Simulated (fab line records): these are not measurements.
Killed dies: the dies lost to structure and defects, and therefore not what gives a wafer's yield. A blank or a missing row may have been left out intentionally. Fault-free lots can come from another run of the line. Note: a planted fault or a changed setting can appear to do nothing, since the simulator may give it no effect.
fab line records -- flow n5-finfet
[record] lots = 7, wafers = 39
route steps=1938 shown WELL_APT@55 FIN_SAQP@108 FIN_CUT@176 DUMMY_GATE@228
start-h: the number of hours between the record's first day and the start of the first shown wafer of the lot -- wait-h: hours from the lot's prior step to this one -- " same as the row above -- L1.1+2: a row that stands for several wafers -- - value missing, or start not given -- * or withheld: withheld -- < > ~ a bound
route shown NAME@n: a module of which the file shows steps, and the number in the route of the first -- usual: mean/standard deviation of fault-free wafers -- same: alike in all rows -- chamber/n: place in a boat -- sites: per-site readings -- _std_site: their standard deviation -- _edge_site: inner sites' mean taken away from outer sites' mean -- radius-mm: how far each site lies from the wafer's centre -- mask NAME#n: copy n -- behind: tool/chamber where the wafer was last shaped -- hold: reason for holding the lot/hours on hold/outcome of the hold -- device: whichever transistor did not switch (one of n, p or np) -- end of line: tests run on the same wafers once the route is complete -- a step given without rows: its recipe and nothing more -- killed: the dies lost at the first sort to structure and to defects; this is not the yield of the wafer -- map: a wafer's dies, marking killed ones x, the rest . and places with no die _
set.NAME: the setting that was run; set.NAME@STEP: the one run at that earlier step -- model.NAME: the simulator's own value behind a step, which no gauge read
one table per step and one row per wafer, for lots whose settings were changed on purpose
[[steps]]
[step N5_WELL_APT_EPI_41]
[recipe] material = Si, target-thk-a = 500, temp-c = 650, precursor = SiH4/H2, pressure-torr = 20, time-s = 297.7
lot.wafer,tool,chamber,start-h,wait-h,set.time-s,model.Si_of_WELL_APT_EPI_41.thk-nm
L077.1,epi-rpcvd-04,0,33.85,0.0,305.9,50.57
L077.2,epi-rpcvd-04,0,33.85,0.0,305.9,51.11
L077.3,epi-rpcvd-04,0,33.85,0.0,297.7,49.5
L077.4,epi-rpcvd-04,0,33.85,0.0,297.7,48.77
L077.5,epi-rpcvd-04,0,33.85,0.0,297.7,49.25
L077.6,epi-rpcvd-04,0,33.85,0.0,305.9,50.42
L078.1,epi-rpcvd-01,0,40.46,0.0,297.7,49.93
L078.2,epi-rpcvd-01,0,40.46,0.0,297.7,49.71
L078.3,epi-rpcvd-01,0,40.46,0.0,304.4,51.22
L078.4,epi-rpcvd-01,0,40.46,0.0,304.4,50.97
L078.5,epi-rpcvd-01,0,40.46,0.0,297.7,50.32
L078.6,epi-rpcvd-01,0,40.46,0.0,304.4,51.94
L079.1,epi-rpcvd-04,0,46.68,0.0,297.7,49.59
L079.3,epi-rpcvd-04,0,46.68,0.0,297.7,49.39
L079.4,epi-rpcvd-04,0,46.68,0.0,297.7,49.57
L081.1,epi-rpcvd-04,0,58.27,0.0,319.4,52.28
L081.2,epi-rpcvd-04,0,58.27,0.0,319.4,53.33
L081.3,epi-rpcvd-04,0,58.27,0.0,297.7,49.23
L081.4,epi-rpcvd-04,0,58.27,0.0,319.4,52.08
L081.5,epi-rpcvd-04,0,58.27,0.0,297.7,48.82
L081.6,epi-rpcvd-04,0,58.27,0.0,297.7,49.24
L092.1,epi-rpcvd-02,0,124.73,0.0,297.7,50.2
L092.2,epi-rpcvd-02,0,124.73,0.0,297.7,50.39
L092.3,epi-rpcvd-02,0,124.73,0.0,297.7,50.29
L092.4,epi-rpcvd-02,0,124.73,0.0,297.7,50.53
L092.5,epi-rpcvd-02,0,124.73,0.0,297.7,50.43
L092.6,epi-rpcvd-02,0,124.73,0.0,297.7,50.41
L095.1,epi-rpcvd-02,0,143.09,0.0,288.2,48.44
L095.2,epi-rpcvd-02,0,143.09,0.0,288.2,47.91
L095.3,epi-rpcvd-02,0,143.09,0.0,288.2,48.5
L095.4,epi-rpcvd-02,0,143.09,0.0,297.7,50.01
L095.5,epi-rpcvd-02,0,143.09,0.0,297.7,49.98
L095.6,epi-rpcvd-02,0,143.09,0.0,297.7,49.74
L096.1,epi-rpcvd-02,0,148.27,0.0,320.6,53.88
L096.2,epi-rpcvd-02,0,148.27,0.0,320.6,53.99
L096.3,epi-rpcvd-02,0,148.27,0.0,320.6,53.6
L096.4,epi-rpcvd-02,0,148.27,0.0,297.7,50.62
L096.5,epi-rpcvd-02,0,148.27,0.0,297.7,50.55
L096.6,epi-rpcvd-02,0,148.27,0.0,297.7,50.27
[step N5_FIN_SAQP_EXPOSE_13]
[recipe] mask-id = FIN_CORE, na = 1.35, source-shape = dipole, sigma-inner = 0.538, sigma-outer = 0.738, polarization = te, target-cd-nm = 35.6, dose-mj = 63.25
lot.wafer,tool,chamber,start-h,wait-h,mask,set.dose-mj
L077.1+5+6,arfi-scanner-03,0,40.16,-,FIN_CORE#0,67.78
L077.2+3+4,arfi-scanner-03,0,40.16,-,FIN_CORE#0,63.25
L078.1+2+4,arfi-scanner-03,0,46.00,-,FIN_CORE#0,63.25
L078.3+5+6,arfi-scanner-03,0,46.00,-,FIN_CORE#0,66.89
L079.1+3+4,arfi-scanner-02,0,52.89,-,FIN_CORE#0,63.25
L081.1+3+4,arfi-scanner-01,0,63.77,-,FIN_CORE#0,63.25
L081.2+5+6,arfi-scanner-01,0,63.77,-,FIN_CORE#0,67.53
L092.1+2+3,arfi-scanner-01,0,131.92,-,FIN_CORE#0,58.99
L092.4+5+6,arfi-scanner-01,0,131.92,-,FIN_CORE#0,63.25
L095.1+3+5,arfi-scanner-02,0,149.92,-,FIN_CORE#0,65.02
L095.2+4+6,arfi-scanner-02,0,149.92,-,FIN_CORE#0,63.25
L096.1+3+6,arfi-scanner-02,0,155.00,-,FIN_CORE#0,63.25
L096.2+4+5,arfi-scanner-02,0,155.00,-,FIN_CORE#0,60.03
[step N5_FIN_SAQP_PEB_14]
[recipe] peb-temp-c = withheld, peb-time-s = 60, resist = CAR-ArF
[step N5_FIN_SAQP_DEVELOP_15]
[recipe] develop-time-s = 30, developer = TMAH, resist = CAR-ArF, dev-temp-c = 23, rinse-liquid = diw, dry = air-spin
[step N5_FIN_SAQP_CD_MEAS_16]
[recipe] target-cd-nm = 35.6, landing-energy-ev = 500, detector = se-inlens
[usual] cd-nm = 35.50/0.27
lot.wafer,tool,chamber,start-h,wait-h,set.dose-mj@FIN_SAQP_EXPOSE_13,cd-nm
L077.1,cd-sem-01,0,40.29,-,67.78,33.66
L077.2,cd-sem-01,0,40.29,-,63.25,35.02
L077.3,cd-sem-01,0,40.29,-,63.25,35.37
L077.4,cd-sem-01,0,40.29,-,63.25,35.57
L077.5,cd-sem-01,0,40.29,-,67.78,33.58
L077.6,cd-sem-01,0,40.29,-,67.78,33.37
L078.1,cd-sem-02,0,46.13,-,63.25,35.00
L078.2,cd-sem-02,0,46.13,-,63.25,35.54
L078.3,cd-sem-02,0,46.13,-,66.89,33.84
L078.4,cd-sem-02,0,46.13,-,63.25,35.09
L078.5,cd-sem-02,0,46.13,-,66.89,33.98
L078.6,cd-sem-02,0,46.13,-,66.89,33.82
L079.1,cd-sem-03,0,53.02,-,63.25,35.44
L079.3,cd-sem-03,0,53.02,-,63.25,35.68
L079.4,cd-sem-03,0,53.02,-,63.25,35.26
L081.1,cd-sem-01,0,63.89,-,63.25,35.71
L081.2,cd-sem-01,0,63.89,-,67.53,33.95
L081.3,cd-sem-01,0,63.89,-,63.25,35.82
L081.4,cd-sem-01,0,63.89,-,63.25,35.68
L081.5,cd-sem-01,0,63.89,-,67.53,34.02
L081.6,cd-sem-01,0,63.89,-,67.53,33.94
L092.1,cd-sem-01,0,132.04,-,58.99,37.26
L092.2,cd-sem-01,0,132.04,-,58.99,37.21
L092.3,cd-sem-01,0,132.04,-,58.99,36.84
L092.4,cd-sem-01,0,132.04,-,63.25,35.48
L092.5,cd-sem-01,0,132.04,-,63.25,34.94
L092.6,cd-sem-01,0,132.04,-,63.25,35.32
L095.1,cd-sem-03,0,150.05,-,65.02,34.71
L095.2,cd-sem-03,0,150.05,-,63.25,35.25
L095.3,cd-sem-03,0,150.05,-,65.02,34.78
L095.4,cd-sem-03,0,150.05,-,63.25,35.01
L095.5,cd-sem-03,0,150.05,-,65.02,34.65
L095.6,cd-sem-03,0,150.05,-,63.25,35.49
L096.1,cd-sem-03,0,155.12,-,63.25,35.56
L096.2,cd-sem-03,0,155.12,-,60.03,36.56
L096.3,cd-sem-03,0,155.12,-,63.25,35.16
L096.4,cd-sem-03,0,155.12,-,60.03,37.06
L096.5,cd-sem-03,0,155.12,-,60.03,36.95
L096.6,cd-sem-03,0,155.12,-,63.25,35.59
[step N5_FIN_CUT_CUT_ETCH_15]
[recipe] chemistry = HBr/Cl2/O2, target = Si, target-depth-a = 1000, bt-time-s = 10, mask-material = SOC, time-s = 42.4, ion-energy-ev = *, bias-w = *, pressure-mtorr = 10, icp-w = 800, HBr_flow_sccm = 150, Cl2_flow_sccm = 80, O2_flow_sccm = 12
lot.wafer,tool,chamber,start-h,wait-h,set.time-s,model.FIN_CUT.feature-depth-nm,model.etch.depth-nm,model.SOC_of_FIN_CUT_COAT_18.thk-nm
L077.1,rie-si-05,1,47.52,0.1,42.4,98,98.05,172.2
L077.2,rie-si-05,0,47.52,0.1,42.4,99,99.01,170.6
L077.3,rie-si-05,2,47.52,0.1,42.4,99.2,99.14,171.2
L077.4,rie-si-05,0,47.52,0.1,42.4,98.8,98.82,170.4
L077.5,rie-si-05,1,47.52,0.1,42.4,97.8,97.9,171.8
L077.6,rie-si-05,2,47.52,0.1,42.4,98.8,98.71,171.6
L078.1,rie-si-04,0,52.32,0.1,34.04,79.8,79.81,178.4
L078.2,rie-si-04,1,52.32,0.1,42.4,100.4,100.4,170
L078.3,rie-si-04,3,52.32,0.1,42.4,99.8,99.9,171.4
L078.4,rie-si-04,2,52.32,0.1,42.4,100.6,100.6,170.6
L078.5,rie-si-04,2,52.32,0.1,34.04,80.6,80.69,177.2
L078.6,rie-si-04,3,52.32,0.1,34.04,79.6,79.64,178.4
L079.1,rie-si-04,1,59.45,0.1,42.4,101,100.9,172.4
L079.3,rie-si-04,3,59.45,0.1,42.4,100,100,172.2
L079.4,rie-si-04,0,59.45,0.1,42.4,100.6,100.6,172.6
L081.1,rie-si-04,0,69.54,0.1,42.4,100.8,100.9,169.6
L081.2,rie-si-04,3,69.54,0.1,42.4,99.6,99.5,169.6
L081.3,rie-si-04,1,69.54,0.1,42.4,101.2,101.2,170
L081.4,rie-si-04,2,69.54,0.1,42.4,101,101.1,169.8
L081.5,rie-si-04,0,69.54,0.1,42.4,99.6,99.69,170
L081.6,rie-si-04,1,69.54,0.1,42.4,101.2,101.1,169.6
L092.1,rie-si-04,1,137.92,0.1,42.4,99.6,99.51,171.4
L092.2,rie-si-04,3,137.92,0.1,42.4,99,98.96,171.8
L092.3,rie-si-04,0,137.92,0.1,42.4,99,99.01,171.6
L092.4,rie-si-04,2,137.92,0.1,42.4,99.8,99.78,171.6
L092.5,rie-si-04,3,137.92,0.1,42.4,99.2,99.26,172.2
L092.6,rie-si-04,0,137.92,0.1,42.4,100,99.93,171.2
L095.1,rie-si-04,0,155.53,0.1,36.43,86.8,86.79,175.8
L095.2,rie-si-04,3,155.53,0.1,42.4,99,99.05,169.8
L095.3,rie-si-04,1,155.53,0.1,42.4,100.2,100.1,171.4
L095.4,rie-si-04,2,155.53,0.1,36.43,87.2,87.3,175.6
L095.5,rie-si-04,3,155.53,0.1,42.4,99.2,99.12,171.2
L095.6,rie-si-04,2,155.53,0.1,36.43,86,85.93,174.6
L096.1,rie-si-04,3,165.70,0.1,42.4,98.8,98.82,170.6
L096.2,rie-si-04,0,165.70,0.1,42.4,99.6,99.54,169.6
L096.3,rie-si-04,2,165.70,0.1,35.37,83.8,83.85,174.8
L096.4,rie-si-04,1,165.70,0.1,35.37,82.2,82.24,176.4
L096.5,rie-si-04,0,165.70,0.1,35.37,83.2,83.19,175.2
L096.6,rie-si-04,1,165.70,0.1,42.4,100,99.99,169.8
[step N5_DUMMY_GATE_EXPOSE_12]
[recipe] mask-id = GATE, na = 0.33, source-shape = annular, sigma-inner = 0.2, sigma-outer = 0.6, polarization = unpolarized, target-cd-nm = 25, dose-mj = 34
lot.wafer,tool,chamber,start-h,wait-h,mask,set.dose-mj
L077.1+2+5,euv-scanner-01,0,66.79,-,GATE#0,34
L077.3+4+6,euv-scanner-01,0,66.79,-,GATE#0,32.01
L078.1+2+3+4+5+6,euv-scanner-01,0,70.16,-,GATE#0,34
L079.1+3+4,euv-scanner-01,0,77.64,-,GATE#0,34
L081.1+2+5,euv-scanner-01,0,91.24,-,GATE#0,34
L081.3+4+6,euv-scanner-01,0,91.24,-,GATE#0,32.67
L092.1+2+6,euv-scanner-02,0,155.40,-,GATE#0,36.7
L092.3+4+5,euv-scanner-02,0,155.40,-,GATE#0,34
L095.1+2+3+4+5+6,euv-scanner-02,0,172.90,-,GATE#0,34
L096.1+2+3+4+5+6,euv-scanner-02,0,186.67,-,GATE#0,34
[step N5_DUMMY_GATE_PEB_13]
[recipe] peb-temp-c = 100, peb-time-s = 60, resist = CAR-EUV
[step N5_DUMMY_GATE_DEVELOP_14]
[recipe] develop-time-s = 30, developer = TMAH, resist = CAR-EUV, rinse-liquid = surfactant-rinse, dry = air-spin, dev-temp-c = 23
[step N5_DUMMY_GATE_CD_MEAS_15]
[recipe] target-cd-nm = 25.8, landing-energy-ev = 500, detector = se-inlens
[usual] cd-nm = 24.99/0.22
lot.wafer,tool,chamber,start-h,wait-h,set.dose-mj@DUMMY_GATE_EXPOSE_12,cd-nm
L077.1,cd-sem-03,0,66.91,-,34,24.79
L077.2,cd-sem-03,0,66.91,-,34,25.15
L077.3,cd-sem-03,0,66.91,-,32.01,26.48
L077.4,cd-sem-03,0,66.91,-,32.01,26.12
L077.5,cd-sem-03,0,66.91,-,34,25.00
L077.6,cd-sem-03,0,66.91,-,32.01,26.10
L078.1,cd-sem-03,0,70.29,-,34,25.07
L078.2,cd-sem-03,0,70.29,-,34,25.07
L078.3,cd-sem-03,0,70.29,-,34,25.57
L078.4,cd-sem-03,0,70.29,-,34,25.66
L078.5,cd-sem-03,0,70.29,-,34,25.10
L078.6,cd-sem-03,0,70.29,-,34,25.23
L079.1,cd-sem-03,0,77.77,-,34,24.92
L079.3,cd-sem-03,0,77.77,-,34,24.75
L079.4,cd-sem-03,0,77.77,-,34,24.93
L081.1,cd-sem-03,0,91.37,-,34,24.87
L081.2,cd-sem-03,0,91.37,-,34,24.93
L081.3,cd-sem-03,0,91.37,-,32.67,25.94
L081.4,cd-sem-03,0,91.37,-,32.67,25.92
L081.5,cd-sem-03,0,91.37,-,34,25.24
L081.6,cd-sem-03,0,91.37,-,32.67,25.50
L092.1,cd-sem-03,0,155.52,-,36.7,23.44
L092.2,cd-sem-03,0,155.52,-,36.7,23.31
L092.3,cd-sem-03,0,155.52,-,34,24.58
L092.4,cd-sem-03,0,155.52,-,34,24.82
L092.5,cd-sem-03,0,155.52,-,34,24.69
L092.6,cd-sem-03,0,155.52,-,36.7,23.18
L095.1,cd-sem-03,0,173.02,-,34,24.65
L095.2,cd-sem-03,0,173.02,-,34,25.08
L095.3,cd-sem-03,0,173.02,-,34,24.50
L095.4,cd-sem-03,0,173.02,-,34,24.90
L095.5,cd-sem-03,0,173.02,-,34,24.86
L095.6,cd-sem-03,0,173.02,-,34,25.16
L096.1,cd-sem-03,0,186.79,-,34,25.05
L096.2,cd-sem-03,0,186.79,-,34,24.82
L096.3,cd-sem-03,0,186.79,-,34,25.01
L096.4,cd-sem-03,0,186.79,-,34,24.45
L096.5,cd-sem-03,0,186.79,-,34,24.93
L096.6,cd-sem-03,0,186.79,-,34,24.93
[step N5_DUMMY_GATE_STRIP_38]
[recipe] chemistry = N2/H2, temp-c = 40, n2-flow-sccm = 200, h2-flow-sccm = 200, rf-frequency-hz = 6e+07
[step N5_DUMMY_GATE_STRIP_39]
[recipe] chemistry = N2/H2, temp-c = 40, n2-flow-sccm = 200, h2-flow-sccm = 200, rf-frequency-hz = 6e+07
[step N5_DUMMY_GATE_TRIM_49]
[recipe] chemistry = O2, resist = SOC, time-s = 29, target-cd-nm = 14, source-power-w = 300, bias-power-w = 0, O2_flow_sccm = 100, temp-c = 20
lot.wafer,tool,chamber,start-h,wait-h,set.dose-mj@DUMMY_GATE_EXPOSE_12,model.DUMMY_GATE.cd-nm
L077.1+2,rie-si-02,"0,2",67.43,0.0,34,13.8
L077.3+6,rie-si-02,1,67.43,0.0,32.01,15.6
L077.4,rie-si-02,2,67.43,0.0,32.01,14.8
L077.5,rie-si-02,0,67.43,0.0,34,14.2
L078.1+4,rie-si-05,"1,3",70.64,0.0,34,14.2
L078.2+5+6,rie-si-05,"0,1,0",70.64,0.0,34,14
L078.3,rie-si-05,2,70.64,0.0,34,14.4
L079.1+3+4,rie-si-02,"0,2,2",78.13,0.0,34,14
L081.1,rie-si-04,0,91.73,0.0,34,14
L081.2,rie-si-04,3,91.73,0.0,34,14.2
L081.3,rie-si-04,2,91.73,0.0,32.67,14.8
L081.4+6,rie-si-04,1,91.73,0.0,32.67,14.6
L081.5,rie-si-04,2,91.73,0.0,34,13.8
L092.1+2,rie-si-05,"3,2",155.89,0.0,36.7,12.6
L092.3,rie-si-05,0,155.89,0.0,34,13.6
L092.4+5,rie-si-05,"0,2",155.89,0.0,34,13.8
L092.6,rie-si-05,3,155.89,0.0,36.7,12.8
L095.1+4+6,rie-si-04,"0,1,2",173.38,0.0,34,13.8
L095.2,rie-si-04,3,173.38,0.0,34,14
L095.3+5,rie-si-04,"2,1",173.38,0.0,34,13.6
L096.1,rie-si-04,0,187.15,0.0,34,13.6
L096.2,rie-si-04,2,187.15,0.0,34,14.2
L096.3+5,rie-si-04,"1,3",187.15,0.0,34,13.8
L096.4+6,rie-si-04,"3,0",187.15,0.0,34,14
[step N5_DUMMY_GATE_ETCH_31]
[recipe] chemistry = C4F6/O2, target = SiO2, mask-material = SOC, target-depth-a = 825, time-s = 27.5, ion-energy-ev = 250, pressure-mtorr = 30, source-w = 345, bias-w = 185, Ar_flow_sccm = 300, C4F6_flow_sccm = 10, O2_flow_sccm = 10
lot.wafer,tool,chamber,start-h,wait-h,set.target-depth-a,model.etch.depth-nm,model.SOC_of_DUMMY_GATE_COAT_34.thk-nm
L077.1,rie-diel-05,1,67.73,0.1,825,82.96,51.8
L077.2,rie-diel-05,3,67.73,0.1,825,85.57,51.8
L077.3,rie-diel-05,2,67.73,0.1,825,83.14,52
L077.4,rie-diel-05,0,67.73,0.1,825,82.59,52
L077.5,rie-diel-05,2,67.73,0.1,825,82.09,51.8
L077.6,rie-diel-05,1,67.73,0.1,825,82.82,51.8
L078.1,rie-diel-04,0,70.84,0.0,825,82.96,51.8
L078.2,rie-diel-04,2,70.84,0.0,825,82,52
L078.3,rie-diel-04,1,70.84,0.0,825,81.92,52
L078.4,rie-diel-04,3,70.84,0.0,825,81.98,52
L078.5,rie-diel-04,0,70.84,0.0,825,83.36,51.8
L078.6,rie-diel-04,1,70.84,0.0,825,82.43,51.8
L079.1,rie-diel-04,1,78.41,0.0,825,82.87,52
L079.3,rie-diel-04,2,78.41,0.0,825,81.91,52
L079.4,rie-diel-04,0,78.41,0.0,825,83.21,51.8
L081.1,rie-diel-04,2,91.92,0.0,825,81.68,51.8
L081.2,rie-diel-04,3,91.92,0.0,908.9,88.66,51.4
L081.3,rie-diel-04,0,91.92,0.0,908.9,90.89,51.2
L081.4,rie-diel-04,1,91.92,0.0,825,80.91,52.2
L081.5,rie-diel-04,1,91.92,0.0,825,81.7,52.2
L081.6,rie-diel-04,2,91.92,0.0,908.9,89.72,51.2
L092.1,rie-diel-04,3,156.20,0.2,825,80.49,51.8
L092.2,rie-diel-04,1,156.20,0.2,825,80.68,51.8
L092.3,rie-diel-04,2,156.20,0.2,825,81.53,51.6
L092.4,rie-diel-04,0,156.20,0.2,825,82.38,51.4
L092.5,rie-diel-04,3,156.20,0.2,825,80.7,51.8
L092.6,rie-diel-04,0,156.20,0.2,825,82.13,51.8
L095.1,rie-diel-03,0,173.58,0.0,741.1,73.87,53
L095.2,rie-diel-03,3,173.58,0.0,825,82.91,51.8
L095.3,rie-diel-03,2,173.58,0.0,825,83.14,51.8
L095.4,rie-diel-03,1,173.58,0.0,741.1,75.14,52.6
L095.5,rie-diel-03,2,173.58,0.0,741.1,74.97,52.6
L095.6,rie-diel-03,3,173.58,0.0,825,82.92,52.2
L096.1,rie-diel-04,1,187.47,0.1,825,82.24,51.8
L096.2,rie-diel-04,2,187.47,0.1,762,75.42,52.4
L096.3,rie-diel-04,3,187.47,0.1,762,75.61,52.4
L096.4,rie-diel-04,0,187.47,0.1,825,83.62,51.6
L096.5,rie-diel-04,2,187.47,0.1,762,76.04,52.4
L096.6,rie-diel-04,3,187.47,0.1,825,82.06,51.6
[step N5_DUMMY_GATE_STRIP_41]
[recipe] chemistry = O2, power-w = 400, temp-c = 40, pressure-mtorr = 30, rf-frequency-hz = 6e+07, bias-power-w = 0, overash-fraction = 0.3, o2-flow-sccm = 225
[step N5_DUMMY_GATE_HM_OPEN_21]
[recipe] chemistry = CH3F/O2, target = SiNx, target-depth-a = 1200, Ar_flow_sccm = 150, CH3F_flow_sccm = 30, O2_flow_sccm = 23, time-s = 171.4, pressure-mtorr = 30, source-w = 395, bias-w = 73, ion-energy-ev = 120.7
[step N5_DUMMY_GATE_ETCH_23]
[recipe] chemistry = HBr/Cl2/O2, HBr_flow_sccm = 150, Cl2_flow_sccm = 80, O2_flow_sccm = 12, bias-w = 102, target-depth-a = 410, time-s = 22.3, target = poly-Si, mask-material = SiO2, pressure-mtorr = 10, icp-w = 800
[step N5_DUMMY_GATE_ETCH_44]
[recipe] chemistry = HBr/O2, over-etch-frac = 0.7, target-depth-a = 1275, stop-on = SiO2, ion-energy-ev = 60, bias-w = 20, target = poly-Si, mask-material = SiO2, pressure-mtorr = 20, icp-w = 400, HBr_flow_sccm = 120, O2_flow_sccm = 10
[step N5_DUMMY_GATE_CD_MEAS_24]
[recipe] target-cd-nm = 15
[usual] cd-nm = 15.1/0.31
lot.wafer,tool,chamber,start-h,wait-h,set.dose-mj@DUMMY_GATE_EXPOSE_12,cd-nm
L077.1,cd-sem-03,-,68.18,0.1,34,15.0
L077.2,cd-sem-03,-,68.18,0.1,34,14.7
L077.3,cd-sem-03,-,68.18,0.1,32.01,16.7
L077.4,cd-sem-03,-,68.18,0.1,32.01,16.3
L077.5,cd-sem-03,-,68.18,0.1,34,15.1
L077.6,cd-sem-03,-,68.18,0.1,32.01,16.5
L078.1,cd-sem-03,-,71.29,0.1,34,15.5
L078.2,cd-sem-03,-,71.29,0.1,34,15.2
L078.3,cd-sem-03,-,71.29,0.1,34,15.2
L078.4,cd-sem-03,-,71.29,0.1,34,15.0
L078.5,cd-sem-03,-,71.29,0.1,34,15.1
L078.6,cd-sem-03,-,71.29,0.1,34,15.0
L079.1,cd-sem-03,-,78.85,0.1,34,15.3
L079.3,cd-sem-03,-,78.85,0.1,34,15.1
L079.4,cd-sem-03,-,78.85,0.1,34,15.0
L081.1,cd-sem-02,-,92.37,0.1,34,14.9
L081.2,cd-sem-02,-,92.37,0.1,34,15.5
L081.3,cd-sem-02,-,92.37,0.1,32.67,15.8
L081.4,cd-sem-02,-,92.37,0.1,32.67,15.6
L081.5,cd-sem-02,-,92.37,0.1,34,14.9
L081.6,cd-sem-02,-,92.37,0.1,32.67,15.9
L092.1,cd-sem-03,-,156.65,0.1,36.7,13.4
L092.2,cd-sem-03,-,156.65,0.1,36.7,13.7
L092.3,cd-sem-03,-,156.65,0.1,34,14.5
L092.4,cd-sem-03,-,156.65,0.1,34,14.8
L092.5,cd-sem-03,-,156.65,0.1,34,14.9
L092.6,cd-sem-03,-,156.65,0.1,36.7,13.5
L095.1,cd-sem-03,-,174.03,0.1,34,14.8
L095.2,cd-sem-03,-,174.03,0.1,34,15.3
L095.3,cd-sem-03,-,174.03,0.1,34,14.9
L095.4,cd-sem-03,-,174.03,0.1,34,14.7
L095.5,cd-sem-03,-,174.03,0.1,34,14.5
L095.6,cd-sem-03,-,174.03,0.1,34,14.4
L096.1,cd-sem-01,-,187.92,0.1,34,14.4
L096.2,cd-sem-01,-,187.92,0.1,34,14.9
L096.3,cd-sem-01,-,187.92,0.1,34,15.2
L096.4,cd-sem-01,-,187.92,0.1,34,15.0
L096.5,cd-sem-01,-,187.92,0.1,34,15.0
L096.6,cd-sem-01,-,187.92,0.1,34,15.3
[step N5_DUMMY_GATE_ETCH_42]
[recipe] chemistry = CHF3/O2, target = SiO2, target-depth-a = 35, time-s = 31, ion-energy-ev = 30, bias-w = 12, pressure-mtorr = 30, source-w = 600, Ar_flow_sccm = 200, CHF3_flow_sccm = 50, O2_flow_sccm = 5
[usual] rf-vpp-V = 42.5/0.93
lot.wafer,tool,chamber,start-h,wait-h,set.bias-w,rf-vpp-V
L077.1,rie-diel-05,3,68.32,0.1,12,42.5
L077.2,rie-diel-05,0,68.32,0.1,12,43.6
L077.3,rie-diel-05,1,68.32,0.1,12,42.1
L077.4,rie-diel-05,2,68.32,0.1,12,42.4
L077.5,rie-diel-05,2,68.32,0.1,12,42.2
L077.6,rie-diel-05,1,68.32,0.1,12,43.4
L078.1,rie-diel-03,3,71.35,0.1,12,43.0
L078.2,rie-diel-03,0,71.35,0.1,12,42.4
L078.3,rie-diel-03,2,71.35,0.1,12,42.3
L078.4,rie-diel-03,2,71.35,0.1,12,43.3
L078.5,rie-diel-03,3,71.35,0.1,12,43.6
L078.6,rie-diel-03,0,71.35,0.1,12,42.0
L079.1,rie-diel-04,1,79.00,0.1,12,42.7
L079.3,rie-diel-04,2,79.00,0.1,12,42.2
L079.4,rie-diel-04,3,79.00,0.1,12,41.8
L081.1,rie-diel-04,2,92.42,0.0,14.25,46.7
L081.2,rie-diel-04,3,92.42,0.0,12,43.3
L081.3,rie-diel-04,0,92.42,0.0,14.25,50.5
L081.4,rie-diel-04,1,92.42,0.0,12,41.9
L081.5,rie-diel-04,2,92.42,0.0,14.25,47.2
L081.6,rie-diel-04,3,92.42,0.0,12,41.3
L092.1,rie-diel-03,1,156.70,0.0,14.23,48.0
L092.2,rie-diel-03,3,156.70,0.0,12,43.1
L092.3,rie-diel-03,0,156.70,0.0,12,42.1
L092.4,rie-diel-03,1,156.70,0.0,14.23,48.0
L092.5,rie-diel-03,3,156.70,0.0,14.23,49.0
L092.6,rie-diel-03,0,156.70,0.0,12,43.5
L095.1,rie-diel-03,2,174.09,0.1,12,41.4
L095.2,rie-diel-03,3,174.09,0.1,12,42.8
L095.3,rie-diel-03,0,174.09,0.1,12,43.5
L095.4,rie-diel-03,2,174.09,0.1,12,41.0
L095.5,rie-diel-03,0,174.09,0.1,12,41.6
L095.6,rie-diel-03,3,174.09,0.1,12,43.3
L096.1,rie-diel-03,0,187.96,0.0,12,42.6
L096.2,rie-diel-03,3,187.96,0.0,12,43.7
L096.3,rie-diel-03,2,187.96,0.0,11.33,41.8
L096.4,rie-diel-03,1,187.96,0.0,11.33,41.2
L096.5,rie-diel-03,0,187.96,0.0,12,41.9
L096.6,rie-diel-03,3,187.96,0.0,11.33,40.7
[[key]]
[split] step = N5_WELL_APT_EPI_41, setting = time-s, stated = 297.7, by = wafer
[response] step = N5_WELL_APT_EPI_41, reading = model.Si_of_WELL_APT_EPI_41.thk-nm, change = +0.47, per = 1%, r = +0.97
[split] step = N5_FIN_SAQP_EXPOSE_13, setting = dose-mj, stated = 63.25, by = wafer
[response] step = N5_FIN_SAQP_CD_MEAS_16, reading = cd-nm, change = -0.256, per = 1%, r = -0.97
[split] step = N5_FIN_CUT_CUT_ETCH_15, setting = time-s, stated = 42.4, by = wafer
[response] step = N5_FIN_CUT_CUT_ETCH_15, reading = model.FIN_CUT.feature-depth-nm, change = +0.988, per = 1%, r = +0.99
[response] step = N5_FIN_CUT_CUT_ETCH_15, reading = model.etch.depth-nm, change = +0.987, per = 1%, r = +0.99
[response] step = N5_FIN_CUT_CUT_ETCH_15, reading = model.SOC_of_FIN_CUT_COAT_18.thk-nm, change = -0.347, per = 1%, r = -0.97
[split] step = N5_DUMMY_GATE_EXPOSE_12, setting = dose-mj, stated = 34, by = wafer
[response] step = N5_DUMMY_GATE_CD_MEAS_15, reading = cd-nm, change = -0.189, per = 1%, r = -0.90
[response] step = N5_DUMMY_GATE_TRIM_49, reading = model.DUMMY_GATE.cd-nm, change = -0.171, per = 1%, r = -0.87
[response] step = N5_DUMMY_GATE_CD_MEAS_24, reading = cd-nm, change = -0.187, per = 1%, r = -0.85
[split] step = N5_DUMMY_GATE_ETCH_31, setting = target-depth-a, stated = 825, by = wafer
[response] step = N5_DUMMY_GATE_ETCH_31, reading = model.etch.depth-nm, change = +0.839, per = 1%, r = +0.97
[response] step = N5_DUMMY_GATE_ETCH_31, reading = model.SOC_of_DUMMY_GATE_COAT_34.thk-nm, change = -0.0825, per = 1%, r = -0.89
[split] step = N5_DUMMY_GATE_ETCH_42, setting = bias-w, stated = 12, by = wafer
[response] step = N5_DUMMY_GATE_ETCH_42, reading = rf-vpp-V, change = +0.304, per = 1%, r = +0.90
